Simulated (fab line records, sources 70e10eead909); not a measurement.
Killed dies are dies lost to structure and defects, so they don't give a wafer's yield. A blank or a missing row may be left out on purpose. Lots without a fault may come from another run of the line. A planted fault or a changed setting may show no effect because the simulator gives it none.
Chamber matching | flow nand_harc | NHARC_P_M1_DEP_33 on pecvd-03: 3 sister chambers
The step deposits SiCN, target thk 30 nm. 3 wafers are shown with their chamber, then 7 later ones without.

WAFERS WITH THEIR CHAMBER
wafer  | chamber | heater_power_w (W)
L085.1 | 0       | 445
L092.4 | 2       | 540
L092.5 | 1       | 494

WAFERS WITHOUT THEIR CHAMBER
wafer  | heater_power_w (W)
L092.6 | 480
L095.2 | 468
L095.3 | 567
L095.5 | 474
L095.1 | 561
L095.4 | 572
L095.6 | 570

WHICH CHAMBER EACH WENT THROUGH
wafer  | from the rows above          | in truth
L092.6 | can't be placed: 1 or 0 or 2 | 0
L095.2 | can't be placed: 0 or 1 or 2 | 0
L095.3 | can't be placed: 2 or 1      | 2
L095.5 | can't be placed: 1 or 0 or 2 | 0
L095.1 | can't be placed: 2 or 1      | 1
L095.4 | can't be placed: 2 or 1      | 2
L095.6 | can't be placed: 2 or 1      | 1
Placed correctly: 0 of 7. Can't be placed from these rows: 7 (the true chamber is among the candidates in 7). Placed wrongly: 0.
How it was worked out, from the rows above alone: a wafer's distance from a chamber is the root of the sum, over the readings, of the square of ((its reading less the chamber's mean) divided by the reading's scatter). The wafer belongs to the nearest chamber; if the next one is less than 2 further off, it can't be placed. A chamber's mean is the mean of its shown wafers. The scatter: with one shown wafer a chamber, the root of the mean of the squares of how far each hidden wafer lies from its nearest shown one.
